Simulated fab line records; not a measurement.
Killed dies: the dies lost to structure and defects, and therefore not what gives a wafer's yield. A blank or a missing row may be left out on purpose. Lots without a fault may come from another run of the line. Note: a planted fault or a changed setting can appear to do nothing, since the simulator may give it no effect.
fab line records | flow n5Finfet
record lots=6 wafers=18 lastDay=18
route steps=1938 shown BEOL_M1@758 BEOL_M4@1111 PASSIVATION@1936
lots that met no fault: taken from a fault-free run of the same line
startH: start of the lot's first displayed wafer, in hours after the record's first day | waitH: hours since the lot's step before | " as in the row above | L1.1+2: a single row standing in for several wafers | - no value, or no start given | * or withheld: withheld | < > ~ a bound
route shown NAME@n: NAME is a module with steps in the file, n the number in the route of the first one | usual: mean/standard deviation taken from wafers without a fault | same: alike in all rows | chamber/n: place in a boat | sites: readings site by site | _std_site: their standard deviation | _edge_site: outer sites' mean less inner sites' | radiusMm: for every site, how far away it sits from the centre of the wafer | mask NAME#n: copy n | behind: tool/chamber where the wafer was last shaped | hold: the reason the lot was held/the length of the hold in hours/how it ended | device: names the non-switching transistor (n, p or np) | end of line: tests of these same wafers at the route's end | for a step that has no rows: nothing shown but its recipe | killed: not the wafer's yield, but the dies lost to structure and defects at the first sort | map: per-die view of a wafer (x killed, . not killed, _ where there is no die)
set.NAME: the setting the step ran with; set.NAME@STEP: the setting that earlier step ran with | model.NAME: the simulator's own value behind a step, which no gauge read
lots at selected steps of the route; one table per step, one row per wafer
services: from which hour (startH, from the record's first day; less than 0 if before it) a tool's chamber was out of use, for how many hours, and why
## steps
# step N5_BEOL_M1_COAT_05
# recipe resist=CAR-EUV spinRpm=1500 resistThkNm=30
# step N5_BEOL_M1_EBR_07
# recipe solvent=PGMEA ebrWidthMm=1.5
# step N5_BEOL_M1_SOFTBAKE_06
# recipe tempC=110 timeS=60 resist=CAR-EUV
# step N5_BEOL_M1_EXPOSE_08
# recipe maskId=M1 na=0.33 sourceShape=dipole sigmaInner=0.369 sigmaOuter=0.767 polarization=unpolarized doseMj=33
# step N5_BEOL_M1_PEB_09
# recipe pebTempC=100 pebTimeS=60 resist=CAR-EUV
# step N5_BEOL_M1_DEVELOP_10
# recipe developTimeS=30 developer=TMAH resist=CAR-EUV rinseLiquid=surfactantRinse dry=airSpin devTempC=23
# step N5_BEOL_M1_CD_MEAS_11
# recipe targetCdNm=17.05 landingEnergyEv=500 detector=seInlens polarity=opening
# usual cdNm=17.07/0.27
# columns lot.wafer tool chamber startH waitH cdNm
L816.2 cdSem-02 0 153.14 - 17.19
L816.3 " 0 " " 17.30
L816.6 " 0 " " 17.30
L819.1 cdSem-01 0 176.13 - 17.49
L819.3 " 0 " " 17.09
L819.4 " 0 " " 17.04
L824.1 cdSem-03 0 211.95 - 17.22
L824.3 " 0 " " 16.91
L824.6 " 0 " " 16.99
L826.2 cdSem-02 0 219.52 - 16.46
L826.5 " 0 " " 16.71
L826.6 " 0 " " 17.16
L831.1 cdSem-03 0 246.83 - 16.99
L831.2 " 0 " " 17.06
L831.5 " 0 " " 17.37
L834.2 cdSem-01 0 269.76 - 17.49
L834.3 " 0 " " 17.72
L834.6 " 0 " " 17.46
# step N5_BEOL_M1_OVL_MEAS_12
# recipe pointsPerWafer=522
# usual M1_OVL=0.4/0.7
# same pointsPerWafer=522
# columns lot.wafer tool chamber startH waitH M1_OVL[nm]
L816.2 overlay-02 0 153.18 0.0 -0.6
L816.3 " 0 " " -1.0
L816.6 " 0 " " -0.4
L819.1 overlay-02 0 176.16 0.0 0.4
L819.3 " 0 " " 0.5
L819.4 " 0 " " 1.2
L824.1 overlay-02 0 211.98 0.0 1.2
L824.3 " 0 " " 0.6
L824.6 " 0 " " 0.7
L826.2 overlay-02 0 219.55 0.0 -0.1
L826.5 " 0 " " -0.4
L826.6 " 0 " " 0.2
L831.1 overlay-01 0 246.86 0.0 0.8
L831.2 " 0 " " 1.3
L831.5 " 0 " " 1.1
L834.2 overlay-02 0 269.79 0.0 -0.4
L834.3 " 0 " " -0.2
L834.6 " 0 " " -0.4
# step N5_BEOL_M1_INSPECT_13
# recipe mode=adi inspectInstrument=brightfield
# usual rawDefectCount=427/89
# columns lot.wafer tool chamber startH waitH rawDefectCount
L816.2 defectInspect-01 - 153.23 0.0 242
L816.3 " - " " 294
L816.6 " - " " 232
L819.1 defectInspect-01 - 176.22 0.1 597
L819.3 " - " " 511
L819.4 " - " " 405
L824.1 defectInspect-01 - 212.04 0.1 370
L824.3 " - " " 459
L824.6 " - " " 357
L826.2 defectInspect-01 - 219.61 0.0 426
L826.5 " - " " 501
L826.6 " - " " 494
L831.1 defectInspect-01 - 246.92 0.1 481
L831.2 " - " " 476
L831.5 " - " " 550
L834.2 defectInspect-02 - 269.85 0.0 574
L834.3 " - " " 404
L834.6 " - " " 479
# step N5_BEOL_M1_DESCUM_16
# recipe chemistry=O2 timeS=7 sourcePowerW=50 biasPowerW=20 pressureMtorr=20 rfFrequencyHz=2.712e+07 tempC=40 resist=CAR-EUV o2FlowSccm=225
# usual drypumpMotorCurrentA=5.8/0.59 oesProductAu=0.75/0.073 rfVppV=243.0/1.4 showerheadPlenumPTorr=2.09/0.065 throttleValvePct=20.4/0.36
# columns lot.wafer tool chamber startH waitH drypumpMotorCurrentA oesProductAu rfHoursCounterH rfVppV showerheadPlenumPTorr throttleValvePct
L816.2 rieDiel-02 0 153.26 0.0 5.7 0.69 213 244.2 2.17 21.1
L816.3 " 3 " " 6.6 0.88 39 240.7 2.04 19.9
L816.6 " 3 " " 6.6 0.88 - 243.8 2.04 19.9
L819.1 rieDiel-03 3 176.39 0.2 5.8 0.79 95 243.5 2.11 20.2
L819.3 " 2 " " 5.6 0.74 203 242.8 2.10 20.9
L819.4 " 0 " " 5.1 0.70 234 241.1 2.07 20.8
L824.1 rieDiel-03 2 212.50 0.5 5.6 0.72 214 242.0 2.09 20.9
L824.3 " 1 " " 6.3 0.69 234 244.9 2.15 20.1
L824.6 " 2 " " 5.6 0.72 - 241.9 2.09 20.9
L826.2 rieDiel-03 0 219.65 0.0 5.1 0.69 245 242.3 2.07 20.8
L826.5 " 1 " " 6.3 0.69 - 243.6 2.14 20.2
L826.6 " 2 " " 5.7 0.73 - 242.2 2.09 20.9
L831.1 rieDiel-04 1 246.95 0.0 5.3 0.81 103 241.1 2.02 20.1
L831.2 " 0 " " 5.9 0.73 151 241.0 1.92 20.4
L831.5 " 0 " " 5.9 0.73 - 239.9 1.92 20.4
L834.2 rieDiel-02 0 269.88 0.0 5.7 0.67 248 243.9 2.16 21.1
L834.3 " 3 " " 6.7 0.84 74 243.2 2.03 20.0
L834.6 " 1 " " 6.6 0.67 - 244.1 2.16 20.7
# step N5_BEOL_M1_ETCH_74
# recipe chemistry=N2/H2 target=underlayer targetDepthA=65 maskMaterial=CAR-EUV timeS=5.2 ionEnergyEv=200 pressureMtorr=30 sourceW=840 biasW=150 n2FlowSccm=200 h2FlowSccm=200 ends=cleared
# usual biasW=150.0/0.42 drypumpMotorCurrentA=5.8/0.59 etchRfOnTimeS=5.22/0.11 oesProductAu=0.64/0.064 rfVppV=523.7/2.5 showerheadPlenumPTorr=2.54/0.078 throttleValvePct=17.8/0.32
# columns lot.wafer tool chamber startH waitH biasW drypumpMotorCurrentA etchRfOnTimeS oesProductAu rfHoursCounterH rfVppV showerheadPlenumPTorr throttleValvePct
L816.2 rieDiel-02 0 153.30 0.0 149.7 5.8 5.46 0.59 213 526.3 2.64 18.5
L816.3 " 3 " " 149.3 6.6 5.06 0.75 39 522.2 2.47 17.3
L816.6 " 3 " " 150.0 6.7 5.06 0.76 - 521.6 2.47 17.3
L819.1 rieDiel-03 3 176.43 0.0 150.9 5.8 5.15 0.66 95 524.9 2.58 17.8
L819.3 " 2 " " 150.2 5.6 5.13 0.63 203 523.6 2.50 18.0
L819.4 " 0 " " 149.4 5.1 5.25 0.60 234 522.1 2.49 18.1
L824.1 rieDiel-03 2 212.53 0.0 150.2 5.6 5.16 0.62 214 524.5 2.50 18.1
L824.3 " 1 " " 150.2 6.3 5.12 0.59 234 524.2 2.61 17.6
L824.6 " 2 " " 150.0 5.6 5.20 0.62 - 523.1 2.50 18.1
L826.2 rieDiel-03 0 219.69 0.0 150.8 5.1 5.22 0.58 245 524.9 2.49 18.1
L826.5 " 1 " " 149.8 6.3 5.18 0.59 - 526.2 2.61 17.6
L826.6 " 2 " " 150.0 5.6 5.18 0.62 - 524.7 2.50 18.1
L831.1 rieDiel-04 1 246.99 0.0 150.5 5.3 5.20 0.69 103 519.9 2.46 17.6
L831.2 " 0 " " 150.2 5.9 5.28 0.63 151 519.0 2.36 17.9
L831.5 " 0 " " 150.4 5.9 5.31 0.62 - 520.9 2.36 17.9
L834.2 rieDiel-02 0 269.91 0.0 149.9 5.8 5.49 0.58 248 527.1 2.62 18.6
L834.3 " 3 " " 150.6 6.6 5.15 0.72 74 521.5 2.45 17.3
L834.6 " 1 " " 150.4 6.6 5.44 0.57 - 525.8 2.63 18.2
# step N5_BEOL_M1_ETCH_63
# recipe chemistry=CF4 target=SiARC targetDepthA=156 maskMaterial=CAR-EUV timeS=26 ionEnergyEv=80 pressureMtorr=40 sourceW=545 biasW=36 Ar_flow_sccm=100 cf4FlowSccm=100 ends=cleared
# usual biasW=36.00/0.11 drypumpMotorCurrentA=5.8/0.58 etchRfOnTimeS=26.1/0.44 oesProductAu=0.64/0.062 rfVppV=184.0/1 showerheadPlenumPTorr=2.14/0.061 throttleValvePct=15.6/0.31
# columns lot.wafer tool chamber startH waitH biasW drypumpMotorCurrentA etchRfOnTimeS oesProductAu rfHoursCounterH rfVppV showerheadPlenumPTorr throttleValvePct
L816.2 rieDiel-02 0 153.31 0.0 35.88 5.7 26.6 0.60 213 185.5 2.22 16.2
L816.3 " 3 " " 35.83 6.6 25.4 0.75 39 183.6 2.10 15.2
L816.6 " 3 " " 35.91 6.6 25.7 0.74 - 183.8 2.10 15.1
L819.1 rieDiel-03 3 176.45 0.0 36.05 5.8 25.6 0.67 95 184.4 2.16 15.3
L819.3 " 2 " " 35.91 5.6 26.0 0.64 203 182.9 2.12 15.8
L819.4 " 0 " " 36.09 5.1 26.4 0.59 234 183.4 2.13 16.0
L824.1 rieDiel-03 2 212.55 0.0 35.98 5.7 26.3 0.61 214 184.7 2.12 15.9
L824.3 " 1 " " 36.01 6.3 26.1 0.59 234 183.5 2.20 15.4
L824.6 " 2 " " 36.20 5.6 26.1 0.62 - 184.6 2.12 15.9
L826.2 rieDiel-03 0 219.70 0.0 35.91 5.1 26.4 0.58 245 184.8 2.12 16.0
L826.5 " 1 " " 36.06 6.3 26.4 0.58 - 183.0 2.20 15.4
L826.6 " 2 " " 35.96 5.6 26.3 0.62 - 182.9 2.12 15.9
L831.1 rieDiel-04 1 247.00 0.0 35.91 5.3 25.9 0.70 103 183.4 2.07 15.2
L831.2 " 0 " " 35.93 5.9 25.9 0.63 151 182.1 1.97 15.6
L831.5 " 0 " " 35.80 5.9 25.9 0.63 - 181.8 1.97 15.6
L834.2 rieDiel-02 0 269.93 0.0 35.92 5.8 26.9 0.58 248 184.1 2.21 16.3
L834.3 " 3 " " 35.96 6.6 25.6 0.71 74 182.8 2.09 15.2
L834.6 " 1 " " 36.06 6.6 26.7 0.58 - 184.6 2.19 15.9
# step N5_BEOL_M1_ETCH_64
# recipe chemistry=N2/H2 target=SOC targetDepthA=750 overetchA=150 maskMaterial=SiARC tempC=40 timeS=112.5 ionEnergyEv=200 pressureMtorr=30 sourceW=840 biasW=150 n2FlowSccm=200 h2FlowSccm=200
# usual biasW=150.0/0.44 drypumpMotorCurrentA=5.8/0.58 oesProductAu=0.60/0.053 rfVppV=523.8/2.3 showerheadPlenumPTorr=2.54/0.078 throttleValvePct=17.8/0.32
# columns lot.wafer tool chamber startH waitH biasW drypumpMotorCurrentA oesProductAu rfHoursCounterH rfVppV showerheadPlenumPTorr throttleValvePct model.SiARC_of_BEOL_M1_COAT_62.thkNm
L816.2 rieDiel-02 0 153.34 0.0 149.5 5.8 0.57 213 526.9 2.64 18.5 7.2
L816.3 " 3 " " 149.4 6.6 0.70 39 521.4 2.47 17.2 6.8
L816.6 " 3 " " 149.6 6.6 0.69 - 522.3 2.47 17.2 6.8
L819.1 rieDiel-03 3 176.47 0.0 149.8 5.8 0.62 95 524.7 2.58 17.7 6.8
L819.3 " 2 " " 150.6 5.6 0.58 203 523.0 2.50 18.0 6.8
L819.4 " 0 " " 149.4 5.2 0.55 234 522.8 2.50 18.1 6.8
L824.1 rieDiel-03 2 212.58 0.0 156.0 5.6 0.58 214 535.7 2.50 18.0 6.4
L824.3 " 1 " " 155.9 6.3 0.55 234 539.5 2.61 17.6 6.4
L824.6 " 2 " " 155.8 5.6 0.58 - 537.0 2.50 18.0 6.4
L826.2 rieDiel-03 0 219.73 0.0 155.5 5.1 0.55 245 537.0 2.49 18.1 6.6
L826.5 " 1 " " 155.6 6.3 0.55 - 539.9 2.61 17.6 6.6
L826.6 " 2 " " 156.2 5.6 0.57 - 537.4 2.50 18.0 6.6
L831.1 rieDiel-04 1 247.03 0.0 150.1 5.3 0.64 103 520.9 2.46 17.6 6.6
L831.2 " 0 " " 150.1 5.8 0.58 151 517.8 2.36 17.9 7
L831.5 " 0 " " 150.0 5.9 0.58 - 517.2 2.36 17.9 7
L834.2 rieDiel-02 0 269.96 0.0 150.0 5.7 0.54 248 525.0 2.62 18.5 7.2
L834.3 " 3 " " 149.4 6.6 0.65 74 523.2 2.45 17.3 6.6
L834.6 " 1 " " 150.0 6.6 0.54 - 526.2 2.63 18.2 7
# step N5_BEOL_M1_STRIP_65
# recipe chemistry=N2/H2 tempC=40 n2FlowSccm=200 h2FlowSccm=200 rfFrequencyHz=6e+07
# step N5_BEOL_M4_RC_MEAS_101
# usual DIBL_N=36.5/2 DIBL_P=36.5/2.3 IOFF_N=0.16/0.036 IOFF_P=0.21/0.037 ION_N=672/12 ION_P=459/7.1 SS_N=71.6/0.73 SS_P=73.4/0.76 VT_N=250/3.3 VT_P=-250.5/2.9
# columns lot.wafer tool chamber startH waitH DIBL_N[mV/V] DIBL_P[mV/V] IOFF_N[nA/um] IOFF_P[nA/um] ION_N[uA/um] ION_P[uA/um] SS_N[mV/dec] SS_P[mV/dec] VT_N[mV] VT_P[mV]
L816.2 prober-01 0 195.08 0.2 33.8 33.6 0.12 0.17 663 459 70.6 72.7 254 -252.6
L816.3 " 0 " " 33.8 33.8 0.13 0.18 676 461 70.0 73.0 251 -252.3
L816.6 " 0 " " 34.6 33.9 0.13 0.17 670 459 70.1 73.0 255 -252.6
L819.1 prober-01 0 226.88 0.0 35.7 34.9 0.14 0.17 661 450 70.6 73.3 253 -253.3
L819.3 " 0 " " 35.6 35.4 0.13 0.17 656 451 70.5 73.1 253 -254.8
L819.4 " 0 " " 38.8 37.9 0.21 0.23 682 464 72.0 74.3 246 -250.4
L824.1 prober-01 0 259.25 0.0 38.0 39.0 0.22 0.24 690 463 72.4 74.0 246 -248.6
L824.3 " 0 " " 35.1 36.7 0.16 0.21 676 462 71.2 73.1 249 -248.9
L824.6 " 0 " " 37.5 37.8 0.18 0.23 654 450 72.8 73.5 251 -250.7
L826.2 prober-01 0 263.44 0.2 35.1 37.3 0.15 0.19 672 458 71.6 73.6 249 -253.4
L826.5 " 0 " " 35.8 37.3 0.15 0.18 661 446 71.5 72.8 252 -254.1
L826.6 " 0 " " 32.5 34.1 0.11 0.15 664 455 70.5 72.5 251 -255.7
L831.1 prober-02 0 297.75 0.0 35.9 35.4 0.14 0.17 673 456 71.2 73.2 253 -256.2
L831.2 " 0 " " 36.1 36.0 0.13 0.18 663 453 71.7 72.7 254 -255.0
L831.5 " 0 " " 37.2 37.3 0.16 0.20 682 459 71.3 73.0 251 -253.5
L834.2 prober-01 0 332.22 0.2 41.1 42.9 0.27 0.25 704 461 72.7 75.0 245 -252.2
L834.3 " 0 " " 35.5 37.8 0.14 0.19 664 454 71.2 73.7 253 -253.2
L834.6 " 0 " " 36.7 38.2 0.16 0.19 677 455 71.6 74.5 251 -254.5
# step N5_PASSIVATION_PROBE_49
# usual defectLimitedYield=91.4/1.4 killed_at_M0_to_M3=33/11 killed_at_M4_up=13/5.3 killedAtContacts=13/6.1 killedAtFrontEnd=40/11 killedAtOther=2.9/2.7 killedDies=102/17 killedOpen=68/13 killedShort=32/7.5 sort_bin_4_leakage=0.00/0.022 sort_bin_5_function=5.1/0.98 sort_bin_6_memory=3.2/0.69 sortNPass=1077/21 sortYieldPct=91.3/1.7
# same grossDies=1180 killedAtBackSide=0 sort_bin_8_speed[%]=0
# columns lot.wafer tool chamber startH waitH defectLimitedYield[%] killed_at_M0_to_M3 killed_at_M4_up killedAtContacts killedAtFrontEnd killedAtOther killedDies killedOpen killedShort sort_bin_4_leakage[%] sort_bin_5_function[%] sort_bin_6_memory[%] sortNPass sortYieldPct[%]
L819.1 prober-02 - 350.59 0.0 91.0 33 15 15 41 2 106 73 32 0 5.4 3.4 1074 91.0
L819.3 prober-02 - 350.69 0.1 89.4 56 12 13 44 0 125 71 49 0 6.7 3.3 1055 89.4
L819.4 prober-02 - 350.74 0.2 90.4 47 8 11 42 5 113 75 38 0 5.7 3.5 1067 90.4
L824.6 prober-01 - 374.17 0.3 91.4 23 22 9 45 2 101 68 33 0 4.6 3.6 1079 91.4
L826.6 prober-02 - 392.07 0.3 89.6 52 13 11 39 8 123 75 47 0 6.4 3.6 1057 89.6
L831.1 prober-01 - 408.97 0.0 92.3 34 9 18 21 9 91 68 22 0 4.6 3.1 1089 92.3
L831.2 prober-01 - 409.02 0.1 90.3 53 9 16 33 4 115 84 30 0 5.3 4.2 1065 90.3
L831.5 prober-01 - 409.17 0.2 90.4 45 20 21 26 1 113 82 28 0 6.1 3.3 1067 90.4
# killed by level:class
L819.1 STI_FIN_REVEAL:geometricParticle:open=13 BEOL_M1:geometricParticle:open=11 MOL_CONTACT_COAG:geometricParticle:open=10 BEOL_M4:geometricParticle:open=10 BEOL_M3:geometricParticle:open=8 FIN_SAQP:geometricParticle:short=6 FIN_SAQP:geometricParticle:open=5 GATE_CUT:geometricParticle:short=5
L819.3 STI_FIN_REVEAL:geometricParticle:open=13 BEOL_M0_SAQP:geometricParticle:short=11 MOL_CONTACT_COAG:geometricParticle:open=10 BEOL_M3:geometricParticle:open=10 BEOL_M2:geometricParticle:open=8 BEOL_M1:geometricParticle:open=7 FIN_SAQP:geometricParticle:open=6 BEOL_M4:geometricParticle:open=6
L819.4 BEOL_M1:geometricParticle:open=18 STI_FIN_REVEAL:geometricParticle:open=14 FIN_SAQP:geometricParticle:short=12 BEOL_M0_SAQP:geometricParticle:short=8 BEOL_M3:geometricParticle:open=8 MOL_CONTACT_COAG:geometricParticle:open=7 BEOL_M0_SAQP:geometricParticle:open=7 FIN_SAQP:geometricParticle:open=5
L824.6 FIN_SAQP:geometricParticle:open=17 FIN_SAQP:geometricParticle:short=8 MOL_CONTACT_COAG:geometricParticle:open=8 BEOL_M4:geometricParticle:open=7 BEOL_M2:geometricParticle:open=6 BEOL_M0_SAQP:geometricParticle:open=5 BEOL_M3:geometricParticle:open=5 GATE_CUT:geometricParticle:short=4
L826.6 BEOL_M3:geometricParticle:open=14 STI_FIN_REVEAL:geometricParticle:open=12 BEOL_M0_SAQP:geometricParticle:open=12 BEOL_M0_SAQP:geometricParticle:short=10 MOL_CONTACT_COAG:geometricParticle:open=7 FIN_SAQP:geometricParticle:open=6 FIN_SAQP:geometricParticle:short=6 GATE_CUT:geometricParticle:short=6
L831.1 MOL_CONTACT_COAG:geometricParticle:open=17 STI_FIN_REVEAL:geometricParticle:open=9 BEOL_M0_SAQP:geometricParticle:open=9 BEOL_M0_SAQP:geometricParticle:short=6 PASS1_CAP:geometricParticle:open=6 BEOL_M1:geometricParticle:open=5 BEOL_M2:geometricParticle:open=4 BEOL_M3:geometricParticle:open=4
L831.2 BEOL_M2:geometricParticle:open=14 MOL_CONTACT_COAG:geometricParticle:open=12 BEOL_M1:geometricParticle:open=12 STI_FIN_REVEAL:geometricParticle:open=11 BEOL_M0_SAQP:geometricParticle:open=10 BEOL_M0_SAQP:geometricParticle:short=8 DUMMY_GATE:geometricParticle:open=5 BEOL_M3:geometricParticle:open=4
L831.5 MOL_CONTACT_COAG:geometricParticle:open=17 BEOL_M4:geometricParticle:open=11 BEOL_M0_SAQP:geometricParticle:short=9 BEOL_M1:geometricParticle:open=9 BEOL_M2:geometricParticle:open=8 BEOL_M0_SAQP:geometricParticle:open=7 BEOL_M3:geometricParticle:open=6 STI_FIN_REVEAL:geometricParticle:open=5
## services
# columns tool chamber startH hours kind
rieDiel-03 3 133.54 12.3 repair
rieDiel-02 2 139.95 - clean
rieDiel-02 2 139.95 - consumableReplace:focusRing
rieDiel-02 2 139.95 34.7 scheduledDown
rieDiel-02 2 139.95 34.7 ventCycle
rieDiel-03 2 143.43 10.1 repair
rieDiel-04 1 209.51 16.5 repair
rieDiel-02 0 238.33 5.8 repair
rieDiel-03 0 241.10 - clean
rieDiel-03 0 241.10 - consumableReplace:focusRing
rieDiel-03 0 241.10 13.3 scheduledDown
rieDiel-03 0 241.10 13.3 ventCycle
rieDiel-03 1 264.73 - clean
rieDiel-03 1 264.73 - consumableReplace:focusRing
rieDiel-03 1 264.73 16.1 scheduledDown
rieDiel-03 1 264.73 16.1 ventCycle
## key
firstSign step=N5_BEOL_M1_ETCH_64 reading=biasW direction=up sigmas=13 usual=* struck=*
effect step=N5_BEOL_M1_ETCH_64 reading=rfVppV direction=up sigmas=6 usual=523.8 struck=537.7
modelEffect step=N5_BEOL_M1_ETCH_64 value=SiARC_of_BEOL_M1_COAT_62.thkNm without=6.767 struck=6.5
metAt N5_BEOL_M1_ETCH_64
struckWafers L824.1,L824.3,L824.6,L826.2,L826.5,L826.6
onsetBetween 176.47 212.58
fault kind=processParameterDrift tool=rieDiel-03 chamber=- onsetH=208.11 steps=N5_BEOL_M1_ETCH_64 channel=biasW offset=* shape=step endH=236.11 actsIn=* stated=*
